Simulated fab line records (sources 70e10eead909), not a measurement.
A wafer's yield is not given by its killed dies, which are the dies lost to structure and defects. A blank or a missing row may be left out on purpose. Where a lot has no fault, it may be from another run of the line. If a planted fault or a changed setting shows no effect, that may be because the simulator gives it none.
Which tool was responsible? + flow nand_harc + 72 wafers from 24 lots sampled at 5 of the route's 1302 steps

WHAT THE GAUGES READ, wafer by wafer
NHARC_A_SOURCE_PLATE_THK_MEAS_06: measures by ellipsometry.
| lot  | measured     | on            | thk_nm (nm)       |
|------|--------------|---------------|-------------------|
| L074 | day 8 04:20  | film_metro-01 | 202.2 200.0 199.4 |
| L075 | day 8 04:20  | film_metro-02 | 200.4 202.4 201.6 |
| L076 | day 8 21:48  | film_metro-02 | 204.9 205.6 206.9 |
| L078 | day 9 09:32  | film_metro-02 | 200.0 200.2 200.3 |
| L077 | day 9 09:32  | film_metro-01 | 198.3 200.1 197.5 |
| L079 | day 10 00:46 | film_metro-02 | 201.3 201.9 202.5 |
| L081 | day 10 12:27 | film_metro-02 | 201.0 202.5 203.4 |
| L080 | day 10 12:28 | film_metro-01 | 200.8 200.3 200.8 |
| L082 | day 11 04:11 | film_metro-02 | 203.1 200.8 200.9 |
| L083 | day 11 14:01 | film_metro-02 | 196.7 198.9 198.5 |
| L084 | day 12 05:08 | film_metro-01 | 203.9 201.6 203.2 |
| L085 | day 12 11:45 | film_metro-01 | 201.6 202.2 203.2 |
| L086 | day 12 11:45 | film_metro-02 | 198.3 198.9 200.9 |
| L087 | day 13 14:13 | film_metro-02 | 199.4 202.6 199.7 |
| L088 | day 13 14:13 | film_metro-01 | 199.4 202.7 199.9 |
| L089 | day 13 20:46 | film_metro-02 | 197.8 196.5 200.4 |
| L090 | day 14 13:57 | film_metro-01 | 199.8 201.3 198.5 |
| L091 | day 14 20:16 | film_metro-01 | 199.5 195.7 197.4 |
| L092 | day 15 17:42 | film_metro-01 | 199.2 199.9 198.2 |
| L093 | day 15 23:17 | film_metro-02 | 202.7 200.8 198.6 |
| L094 | day 15 23:16 | film_metro-02 | 199.2 201.2 196.1 |
| L095 | day 16 18:49 | film_metro-01 | 206.4 203.6 204.4 |
| L096 | day 16 18:49 | film_metro-01 | 201.9 202.9 200.8 |
| L097 | day 17 01:32 | film_metro-01 | 202.7 203.2 202.0 |

NHARC_A_ONON_D1_THK_MEAS_11: measures by ellipsometry.
| lot  | measured     | on            | thk_nm (nm)    |
|------|--------------|---------------|----------------|
| L074 | day 8 06:40  | film_metro-02 | 996 997 997    |
| L075 | day 8 06:43  | film_metro-02 | 1008 1008 1010 |
| L076 | day 9 00:10  | film_metro-02 | 1003 1004 1001 |
| L078 | day 9 11:53  | film_metro-02 | 1000 1001 1001 |
| L077 | day 9 11:53  | film_metro-01 | 995 997 994    |
| L079 | day 10 03:07 | film_metro-01 | 998 998 998    |
| L081 | day 10 15:04 | film_metro-01 | 1000 998 999   |
| L080 | day 10 15:12 | film_metro-01 | 995 997 998    |
| L082 | day 11 06:34 | film_metro-01 | 1006 1007 1007 |
| L083 | day 11 16:22 | film_metro-02 | 1006 1006 1006 |
| L084 | day 12 07:29 | film_metro-01 | 1006 1005 1005 |
| L085 | day 12 14:06 | film_metro-02 | 991 991 991    |
| L086 | day 12 14:05 | film_metro-01 | 988 989 988    |
| L087 | day 13 16:32 | film_metro-02 | 991 992 992    |
| L088 | day 13 16:33 | film_metro-01 | 1013 1012 1011 |
| L089 | day 13 23:06 | film_metro-01 | 1004 1004 1006 |
| L090 | day 14 16:17 | film_metro-02 | 1008 1006 1008 |
| L091 | day 14 22:37 | film_metro-01 | 1012 1013 1011 |
| L092 | day 15 20:02 | film_metro-02 | 989 986 988    |
| L093 | day 16 01:37 | film_metro-02 | 994 994 993    |
| L094 | day 16 01:40 | film_metro-01 | 996 995 996    |
| L095 | day 16 21:10 | film_metro-01 | 999 1001 1000  |
| L096 | day 16 21:10 | film_metro-01 | 993 995 993    |
| L097 | day 17 03:53 | film_metro-01 | 1016 1015 1016 |

NHARC_A_CHANNEL_HOLE_D1_OVL_MEAS_11.
| lot  | measured     | on         | overlay_x_nm (nm) | overlay_y_nm (nm) |
|------|--------------|------------|-------------------|-------------------|
| L074 | day 8 22:18  | overlay-01 | 0.6 0.1 0.6       | -0.8 -0.8 -1.2    |
| L075 | day 8 21:39  | overlay-01 | 1.5 1.3 1.3       | 1.1 1.3 1.1       |
| L076 | day 9 17:31  | overlay-01 | 1.4 1.1 1.2       | 0.5 1.0 0.8       |
| L078 | day 10 01:44 | overlay-02 | 0.0 0.4 0.4       | 1.1 0.6 0.6       |
| L077 | day 10 01:53 | overlay-01 | -0.2 -0.9 -0.1    | 0.8 0.3 0.4       |
| L079 | day 10 19:52 | overlay-01 | 2.3 2.6 2.2       | 0.4 0.0 -0.4      |
| L081 | day 11 05:52 | overlay-02 | -0.4 -0.6 -1.0    | 0.0 -0.5 -0.2     |
| L080 | day 11 06:01 | overlay-01 | -0.8 -0.8 -0.7    | 0.5 0.4 0.8       |
| L082 | day 11 20:32 | overlay-02 | -0.3 -0.7 -0.2    | 1.2 1.1 1.0       |
| L083 | day 12 09:52 | overlay-01 | 1.0 0.5 0.7       | 0.1 0.4 0.3       |
| L084 | day 13 00:13 | overlay-02 | -0.6 -0.4 -0.3    | 0.8 0.4 0.6       |
| L085 | day 13 05:51 | overlay-01 | -0.7 -0.5 0.1     | 1.0 1.2 1.2       |
| L086 | day 13 06:00 | overlay-02 | -0.5 -0.4 -0.3    | 0.5 0.2 0.2       |
| L087 | day 14 08:34 | overlay-01 | 1.7 1.1 1.6       | -1.5 -1.7 -1.6    |
| L088 | day 14 10:17 | overlay-01 | -0.7 -0.6 -0.7    | 2.1 2.4 2.3       |
| L089 | day 14 17:20 | overlay-02 | -0.8 0.0 -0.7     | -0.7 -0.1 -1.1    |
| L090 | day 15 08:41 | overlay-01 | 0.7 0.5 0.0       | 1.8 2.0 1.9       |
| L091 | day 15 12:26 | overlay-02 | 0.2 0.3 0.0       | 1.2 0.1 0.5       |
| L092 | day 16 16:32 | overlay-01 | 0.4 0.7 0.5       | -0.5 -0.8 -0.5    |
| L093 | day 16 15:19 | overlay-01 | 0.4 1.4 0.6       | 0.2 0.2 0.2       |
| L094 | day 16 17:40 | overlay-01 | -1.9 -1.3 -1.9    | -0.3 -0.7 -0.3    |
| L095 | day 17 13:23 | overlay-02 | -0.3 -0.6 -0.5    | -0.7 -1.7 -0.8    |
| L096 | day 17 13:47 | overlay-02 | -0.8 -0.5 -0.4    | 0.4 0.7 0.4       |
| L097 | day 17 18:04 | overlay-02 | -0.3 0.2 0.1      | -0.9 -0.7 -1.0    |

NHARC_A_CHANNEL_HOLE_D1_CD_MEAS_18.
| lot  | measured     | on        | cd_nm (nm)        |
|------|--------------|-----------|-------------------|
| L074 | day 8 23:31  | cd_sem-03 | 97.3 94.5 93.1    |
| L075 | day 8 22:52  | cd_sem-01 | 101.0 99.2 97.4   |
| L076 | day 9 18:43  | cd_sem-01 | 99.3 99.3 102.5   |
| L078 | day 10 02:56 | cd_sem-02 | 98.7 96.3 99.0    |
| L077 | day 10 03:06 | cd_sem-01 | 93.9 100.6 95.9   |
| L079 | day 10 21:05 | cd_sem-02 | 101.5 98.6 100.0  |
| L081 | day 11 07:05 | cd_sem-03 | 101.0 98.9 101.6  |
| L080 | day 11 07:14 | cd_sem-01 | 99.3 93.9 96.4    |
| L082 | day 11 21:44 | cd_sem-03 | 102.6 100.0 102.0 |
| L083 | day 12 11:04 | cd_sem-01 | 100.8 96.6 99.5   |
| L084 | day 13 01:37 | cd_sem-02 | 101.5 100.4 100.4 |
| L085 | day 13 07:03 | cd_sem-01 | 97.6 97.9 100.5   |
| L086 | day 13 07:12 | cd_sem-02 | 102.7 100.1 105.7 |
| L087 | day 14 09:46 | cd_sem-01 | 99.4 94.7 98.5    |
| L088 | day 14 11:30 | cd_sem-03 | 95.2 94.9 95.6    |
| L089 | day 14 18:32 | cd_sem-02 | 93.8 96.3 96.7    |
| L090 | day 15 09:53 | cd_sem-02 | 103.6 97.7 96.8   |
| L091 | day 15 13:38 | cd_sem-02 | 98.1 98.8 95.4    |
| L092 | day 16 17:44 | cd_sem-02 | 95.3 94.9 96.8    |
| L093 | day 16 16:31 | cd_sem-03 | 96.8 101.7 102.1  |
| L094 | day 16 18:53 | cd_sem-01 | 100.4 97.3 100.6  |
| L095 | day 17 14:37 | cd_sem-02 | 100.5 97.6 99.8   |
| L096 | day 17 15:19 | cd_sem-01 | 98.2 99.6 98.9    |
| L097 | day 17 19:16 | cd_sem-03 | 98.2 98.8 99.8    |

WHAT TOOL EACH LOT RAN ON (gives the tool, then ch and the chambers of the sampled wafers, and finally the start)
| lot  | NHARC_A_ZERO_WELL_ETCH_19          |
|------|------------------------------------|
| L074 | rie_diel-07 ch 0,2, day 7 04:39    |
| L075 | rie_diel-02 ch 0,1,3, day 7 06:01  |
| L076 | rie_diel-07 ch 1,2,3, day 8 00:11  |
| L078 | rie_diel-02 ch 0,1, day 8 13:04    |
| L077 | rie_diel-02 ch 1,2, day 8 13:36    |
| L079 | rie_diel-02 ch 0,1, day 9 02:16    |
| L081 | rie_diel-07 ch 0,3, day 9 15:20    |
| L080 | rie_diel-07 ch 2,3, day 9 17:43    |
| L082 | rie_diel-07 ch 0,2,3, day 10 07:11 |
| L083 | rie_diel-07 ch 1,2, day 10 13:55   |
| L084 | rie_diel-07 ch 1,2,3, day 11 07:43 |
| L085 | rie_diel-07 ch 1,3, day 11 14:40   |
| L086 | rie_diel-07 ch 0,2,3, day 11 14:55 |
| L087 | rie_diel-02 ch 1,2,3, day 12 16:55 |
| L088 | rie_diel-07 ch 1,2,3, day 12 18:08 |
| L089 | rie_diel-07 ch 0,2,3, day 12 22:22 |
| L090 | rie_diel-02 ch 1,2,3, day 13 13:42 |
| L091 | rie_diel-02 ch 0,1, day 13 23:39   |
| L092 | rie_diel-07 ch 2,3, day 14 20:38   |
| L093 | rie_diel-07 ch 2,3, day 15 01:05   |
| L094 | rie_diel-07 ch 0,3, day 15 04:28   |
| L095 | rie_diel-07 ch 0,3, day 15 19:34   |
| L096 | rie_diel-07 ch 1,2,3, day 16 00:09 |
| L097 | rie_diel-07 ch 1,2, day 16 04:24   |
- NHARC_A_ZERO_WELL_ETCH_19: etches the open film in N2/H2, target depth 80 nm, overetch 24 nm, time 87.88 s.

AS READ BY THE TOOLS THEMSELVES (means over the sampled wafers that have a number; for cases with no such wafer, the mark the record gives instead)
NHARC_A_ZERO_WELL_ETCH_19.
| lot  | tool        | chamber_pressure_mTorr (mTorr) | drypump_motor_current_A (A) | oes_product_au (a.u.) | rf_vpp_V (V) | showerhead_plenum_p_Torr (Torr) | throttle_valve_pct (%) |
|------|-------------|--------------------------------|-----------------------------|-----------------------|--------------|---------------------------------|------------------------|
| L074 | rie_diel-07 | 29.975                         | 6.07                        | 1.009                 | 432          | 2.07                            | 14.178                 |
| L075 | rie_diel-02 | 30.009                         | 5.85                        | 0.983                 | 429          | 2.01                            | 14.168                 |
| L076 | rie_diel-07 | 30.025                         | 5.82                        | 0.996                 | 430          | 2.04                            | 14.165                 |
| L078 | rie_diel-02 | 29.987                         | 5.78                        | 0.986                 | 430          | 2.01                            | 14.167                 |
| L077 | rie_diel-02 | 29.979                         | 5.73                        | 0.993                 | 427          | 1.92                            | 14.169                 |
| L079 | rie_diel-02 | 30.023                         | 5.89                        | 0.979                 | 432          | 2.09                            | 14.172                 |
| L081 | rie_diel-07 | 30.014                         | 6.14                        | 1.013                 | 433          | 2.15                            | 14.169                 |
| L080 | rie_diel-07 | 29.967                         | 5.78                        | 0.999                 | 432          | 2.12                            | 14.169                 |
| L082 | rie_diel-07 | 30.005                         | 5.93                        | 1.007                 | 433          | 2.10                            | 14.174                 |
| L083 | rie_diel-07 | 29.989                         | 5.87                        | 0.986                 | 429          | 1.97                            | 14.168                 |
| L084 | rie_diel-07 | 29.999                         | 5.83                        | 1.005                 | 431          | 2.04                            | 14.177                 |
| L085 | rie_diel-07 | 30.030                         | 5.92                        | 1.001                 | 431          | 2.05                            | 14.170                 |
| L086 | rie_diel-07 | 29.996                         | 5.94                        | 1.004                 | 432          | 2.10                            | 14.173                 |
| L087 | rie_diel-02 | 29.991                         | 5.77                        | 0.998                 | 427          | 1.91                            | 14.167                 |
| L088 | rie_diel-07 | 29.995                         | 5.82                        | 0.999                 | 431          | 2.04                            | 14.170                 |
| L089 | rie_diel-07 | 29.980                         | 5.94                        | 0.998                 | 432          | 2.09                            | 14.169                 |
| L090 | rie_diel-02 | 30.007                         | 5.77                        | 0.994                 | 427          | 1.91                            | 14.168                 |
| L091 | rie_diel-02 | 30.003                         | 5.89                        | 1.001                 | 432          | 2.09                            | 14.168                 |
| L092 | rie_diel-07 | 30.004                         | 5.77                        | 0.995                 | 432          | 2.11                            | 14.174                 |
| L093 | rie_diel-07 | 30.003                         | 5.79                        | 1.003                 | 433          | 2.11                            | 14.176                 |
| L094 | rie_diel-07 | 29.998                         | 6.00                        | 1.001                 | 434          | 2.17                            | 14.171                 |
| L095 | rie_diel-07 | 29.995                         | 5.99                        | 1.009                 | 434          | 2.17                            | 14.178                 |
| L096 | rie_diel-07 | 30.008                         | 5.83                        | 1.007                 | 431          | 2.04                            | 14.174                 |
| L097 | rie_diel-07 | 30.017                         | 5.85                        | 0.991                 | 429          | 1.96                            | 14.171                 |

THE ANSWER, worked out from the rows above alone
Rule: what is usual is taken from the lots themselves. Put in order of their means at a reading, lots are off if they are a third of the lots or fewer, leave a main group of 4 or more, and stand apart from it by a gap of 3 or more times the standard deviation of the main group's means; of several such gaps the widest counts. If all means in a main group match to the digits the tables above print for the reading, that group is not used. A lot without any number at a reading at which 4 lots or more have one is off too. The other lots that the step has rows for count as sound. The gauges are gone through in route order, then the tools' own readings, and for those a lot's mean is taken as printed above. The first step at which some lot is off is used, and at that step the reading that is off furthest; a lot without a number counts as furthest.
No lot is off on any of the readings shown, so nothing can be concluded from this.

WHAT THE SIMULATOR HAD INSERTED
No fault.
